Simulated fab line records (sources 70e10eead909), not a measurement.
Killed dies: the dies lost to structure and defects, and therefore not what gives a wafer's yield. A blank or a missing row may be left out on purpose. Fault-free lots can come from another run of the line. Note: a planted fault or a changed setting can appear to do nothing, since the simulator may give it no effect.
fab line records	flow nand-harc	part 2 of 2: steps 28 to 43 of 43
[record] lots = 5	wafers = 15	last-day = 24
route steps=1159 shown P_STI@82 P_GATE@110
lots that met no fault: from a run of the same line without faults
start-h: hours from the record's opening day to when the first of the lot's shown wafers began	wait-h: hours from the lot's prior step to this one	" as in the row above	L1.1+2: a row that stands for several wafers	- either no value or no given start	* or withheld: withheld	< > ~ a bound
route shown NAME@n: NAME is a module with steps in the file, n the number in the route of the first one	usual: the fault-free wafers' mean and standard deviation	same: alike in all rows	chamber/n: place in a boat	sites: the reading at each site	_std_site: how widely they spread, as a standard deviation	_edge_site: mean of outer sites minus mean of inner sites	radius-mm: how far each site lies from the wafer's centre	mask NAME#n: copy n	behind: the most recent tool/chamber to have shaped the wafer	hold: reason for holding the lot/hours on hold/outcome of the hold	device: the transistor (n, p or np) that didn't switch	end of line: the route-end tests of the same wafers	a step given without rows: its recipe and nothing more	killed: count of dies lost to structure and defects at first sort (not the wafer's yield)	map: dies across one wafer; x = killed, . = not, _ = none there
set.NAME: the setting that was run; set.NAME@STEP: the one run at that earlier step	model.NAME: the simulator's own value behind a step, which no gauge read
lots seen at some steps along the route; tables by step, rows by wafer
services: a tool's chamber out of use, with start hour (start-h, from the record's first day; less than 0 if before it), hours out, and reason
[[steps]]
[step NHARC_P_GATE_ETCH_69]
[recipe] target-depth-a = 140	chemistry = dHF	material = SiO2
lot.wafer	tool	chamber	start-h	wait-h
L080.5+6+4	wet-bench-05	7,2,3	103.31	0.0
L086.4+5+3	wet-bench-06	3,5,7	142.20	0.0
L088.2+4+6	wet-bench-09	7,0,1	146.98	0.1
L095.4+2+6	wet-bench-05	0,1,4	194.13	0.1
L097.3+2+4	wet-bench-09	0,1,3	198.73	0.0
[step NHARC_P_GATE_PRECLEAN_70]
[recipe] time-s = *	temp-c = 50	bath-age-min = 0	chemistry = SC1
lot.wafer	tool	chamber	start-h	wait-h
L080.5+6+4	wet-bench-05	7,2,3	103.41	0.1
L086.4+5+3	wet-bench-06	3,5,7	142.31	0.1
L088.2+4+6	wet-bench-09	7,0,1	147.05	0.1
L095.4+2+6	wet-bench-05	0,1,4	194.22	0.1
L097.3+2+4	wet-bench-09	0,1,3	198.83	0.1
[step NHARC_P_GATE_SRD_01]
lot.wafer	tool	chamber	start-h	wait-h
L080.5+6+4	wet-bench-05	7,2,3	-	-
L086.4+5+3	wet-bench-06	3,5,7	-	-
L088.2+4+6	wet-bench-09	7,0,1	-	-
L095.4+2+6	wet-bench-05	0,1,4	-	-
L097.3+2+4	wet-bench-09	0,1,3	-	-
[step NHARC_P_GATE_OXIDE_02]
[recipe] target-thk-a = 375	temp-c = 950	p-h2o-torr = 720	ox-time-s = 365	material = SiO2
[usual] spike-tc-top-C = 960/3.4	zone-power-lower-pct = 21/3
lot.wafer	tool	chamber	start-h	wait-h	spike-tc-top-C	zone-power-lower-pct
L080.4	furnace-08	0	106.54	-	962	19
L080.5	"	0	"	"	966	19
L080.6	"	0	"	"	963	19
L086.3	furnace-01	0	145.44	-	956	19
L086.4	"	0	"	"	955	20
L086.5	"	0	"	"	955	20
L088.2	furnace-08	0	150.18	-	964	19
L088.4	"	0	"	"	964	19
L088.6	"	0	"	"	964	19
L095.2	furnace-02	0	197.12	-	963	26
L095.4	"	0	"	"	963	26
L095.6	"	0	"	"	961	26
L097.2	furnace-02	0	201.73	-	962	26
L097.3	"	0	"	"	963	26
L097.4	"	0	"	"	963	26
[step NHARC_P_GATE_DEHYDRATE_03]
[recipe] temp-c = 150	time-s = 120
lot.wafer	tool	chamber	start-h	wait-h
L080.4+5+6	litho-track-05	0	111.08	0.4
L086.3+4+5	litho-track-03	0	150.02	0.4
L088.2+4+6	litho-track-05	0	154.75	0.4
L095.2+4+6	litho-track-05	0	201.60	0.4
L097.2+3+4	litho-track-03	0	206.36	0.4
[step NHARC_P_GATE_HMDS_04]
[recipe] time-s = 30
lot.wafer	tool	chamber	start-h	wait-h
L080.4+5+6	litho-track-05	0	-	-
L086.3+4+5	litho-track-03	0	-	-
L088.2+4+6	litho-track-05	0	-	-
L095.2+4+6	litho-track-05	0	-	-
L097.2+3+4	litho-track-03	0	-	-
[step NHARC_P_GATE_COAT_05]
[recipe] spin-rpm = 4690
lot.wafer	tool	chamber	start-h	wait-h
L080.4+5+6	litho-track-05	0	-	-
L086.3+4+5	litho-track-03	0	-	-
L088.2+4+6	litho-track-05	0	-	-
L095.2+4+6	litho-track-05	0	-	-
L097.2+3+4	litho-track-03	0	-	-
[step NHARC_P_GATE_SOFTBAKE_06]
[recipe] temp-c = 122	time-s = 95
lot.wafer	tool	chamber	start-h	wait-h
L080.4+5+6	litho-track-05	0	-	-
L086.3+4+5	litho-track-03	0	-	-
L088.2+4+6	litho-track-05	0	-	-
L095.2+4+6	litho-track-05	0	-	-
L097.2+3+4	litho-track-03	0	-	-
[step NHARC_P_GATE_EBR_07]
lot.wafer	tool	chamber	start-h	wait-h
L080.4+5+6	litho-track-05	0	-	-
L086.3+4+5	litho-track-03	0	-	-
L088.2+4+6	litho-track-05	0	-	-
L095.2+4+6	litho-track-05	0	-	-
L097.2+3+4	litho-track-03	0	-	-
[step NHARC_P_GATE_EXPOSE_08]
[recipe] na = 0.6	dose-mj = 16.75	mask-id = P_HV
lot.wafer	tool	chamber	start-h	wait-h	mask
L080.4+5+6	krf-scanner-03	0	111.37	-	P_HV#0
L086.3+4+5	krf-scanner-02	0	150.49	-	P_HV#0
L088.2+4+6	krf-scanner-03	0	155.03	-	P_HV#0
L095.2+4+6	krf-scanner-03	0	201.87	-	P_HV#0
L097.2+3+4	krf-scanner-03	0	206.80	-	P_HV#0
[step NHARC_P_GATE_PEB_09]
[recipe] peb-temp-c = 118	peb-time-s = 85
[same] peb-time-s = 85
lot.wafer	tool	chamber	start-h	wait-h
L080.4+5+6	litho-track-03	0	111.42	0.0
L086.3+4+5	litho-track-05	0	150.55	0.1
L088.2+4+6	litho-track-05	0	155.09	0.1
L095.2+4+6	litho-track-05	0	201.93	0.1
L097.2+3+4	litho-track-03	0	206.86	0.1
[step NHARC_P_GATE_DEVELOP_10]
[recipe] time-s = 70
lot.wafer	tool	chamber	start-h	wait-h
L080.4+5+6	litho-track-03	0	-	-
L086.3+4+5	litho-track-05	0	-	-
L088.2+4+6	litho-track-05	0	-	-
L095.2+4+6	litho-track-05	0	-	-
L097.2+3+4	litho-track-03	0	-	-
[step NHARC_P_GATE_CD_MEAS_11]
[recipe] target-cd-nm = 1640	landing-energy-ev = 500
[usual] cd-nm = 1639.2/2.8
[same] landing-energy-ev = 500
lot.wafer	tool	chamber	start-h	wait-h	cd-nm
L080.4	cd-sem-03	0	111.51	-	1634.8
L080.5	"	0	"	"	1635.3
L080.6	"	0	"	"	1635.8
L086.3	cd-sem-01	0	150.64	-	1638.4
L086.4	"	0	"	"	1640.5
L086.5	"	0	"	"	1638.6
L088.2	cd-sem-03	0	155.18	-	1643.8
L088.4	"	0	"	"	1637.0
L088.6	"	0	"	"	1639.2
L095.2	cd-sem-01	0	202.03	-	1645.0
L095.4	"	0	"	"	1643.5
L095.6	"	0	"	"	1638.1
L097.2	cd-sem-01	0	206.95	-	1638.3
L097.3	"	0	"	"	1634.9
L097.4	"	0	"	"	1637.0
[step NHARC_P_GATE_HARDBAKE_12]
[recipe] temp-c = 125	time-s = 80
lot.wafer	tool	chamber	start-h	wait-h
L080.4+5+6	litho-track-03	0	111.59	-
L086.3+4+5	litho-track-05	0	150.72	-
L088.2+4+6	litho-track-02	0	155.26	-
L095.2+4+6	litho-track-03	0	202.11	-
L097.2+3+4	litho-track-02	0	207.03	-
[step NHARC_P_GATE_DESCUM_13]
[recipe] time-s = 3	o2-flow-sccm = 200	ar-flow-sccm = 0	bias-power-w = 0	chemistry = O2
[usual] drypump-motor-current-A = 5.7/0.43	oes-product-au = 1.003/0.013	rf-vpp-V = 57.6/0.82	showerhead-plenum-p-Torr = 1.90/0.092	throttle-valve-pct = 11.312/0.0097
[same] bias-power-w = 0
lot.wafer	tool	chamber	start-h	wait-h	drypump-motor-current-A	oes-product-au	rf-hours-counter-h	rf-vpp-V	showerhead-plenum-p-Torr	throttle-valve-pct
L080.4	rie-diel-08	3	111.69	-	5.4	1.000	51	57.1	1.80	11.303
L080.5	"	1	"	"	6.0	1.019	-	57.8	1.81	11.316
L080.6	"	2	"	"	5.0	0.968	-	56.5	1.83	11.299
L086.4	rie-diel-08	1	150.85	-	6.0	1.041	8	56.4	1.81	11.292
L086.3	"	2	"	"	5.0	0.982	7	58.6	1.83	11.312
L086.5	"	0	"	"	5.4	1.034	-	56.9	1.84	11.301
L088.2	rie-diel-03	2	155.37	-	5.8	1.005	21	58.2	1.94	11.327
L088.6	"	0	"	"	5.9	0.999	-	58.3	1.87	11.311
L088.4	"	1	"	"	5.4	1.006	-	57.4	2.06	11.306
L095.2	rie-diel-13	3	202.18	-	6.1	0.996	29	58.7	2.07	11.302
L095.4	"	1	"	"	6.0	0.990	29	56.7	1.87	11.321
L095.6	"	3	"	"	6.2	0.993	-	58.7	2.07	11.325
L097.4	rie-diel-03	1	207.13	-	5.4	1.017	30	58.2	2.05	11.327
L097.3	"	2	"	"	5.8	1.013	30	58.2	1.93	11.337
L097.2	"	3	"	"	6.5	0.990	28	57.4	1.83	11.315
[step NHARC_P_GATE_ETCH_14]
[recipe] target-depth-a = 488	chemistry = dHF	material = SiO2
lot.wafer	tool	chamber	start-h	wait-h
L080.4+5+6	wet-bench-06	5,0,1	111.81	0.1
L086.5+4+3	wet-bench-06	7,0,3	150.97	0.1
L088.4+6+2	wet-bench-06	7,1,2	155.50	0.1
L095.4+6+2	wet-bench-06	3,5,6	202.34	0.1
L097.4+2+3	wet-bench-06	4,5,7	207.25	0.1
[[services]]
tool	chamber	start-h	hours	kind
rie-diel-10	0	59.51	14.3	repair
litho-track-05	-	62.00	7.0	pm
rie-diel-09	-	77.41	9.0	pm
krf-scanner-03	-	90.23	0.5	repair
wet-bench-07	-	96.00	8.0	pm
hdpcvd-01	-	111.00	13.0	pm
wet-bench-09	-	112.80	8.0	pm
rie-diel-09	0	116.80	2.5	repair
rie-diel-10	0	117.98	4.1	repair
rie-diel-02	0	117.98	14.8	repair
rie-diel-10	3	123.77	14.3	repair
wet-bench-06	-	129.60	8.0	pm
rie-diel-02	-	150.70	9.0	pm
rie-diel-10	1	156.65	7.9	repair
wet-bench-04	-	163.20	8.0	pm
litho-track-02	-	165.00	7.0	pm
krf-scanner-03	-	168.00	4.0	pm
rie-diel-10	-	176.50	9.0	pm
wet-bench-02	-	180.00	8.0	pm
rie-diel-09	2	184.47	6.7	repair
krf-scanner-03	-	188.82	7.6	repair
litho-track-07	-	189.01	7.0	pm
hdpcvd-01	-	194.00	3.3	repair
wet-bench-05	-	196.80	8.0	pm
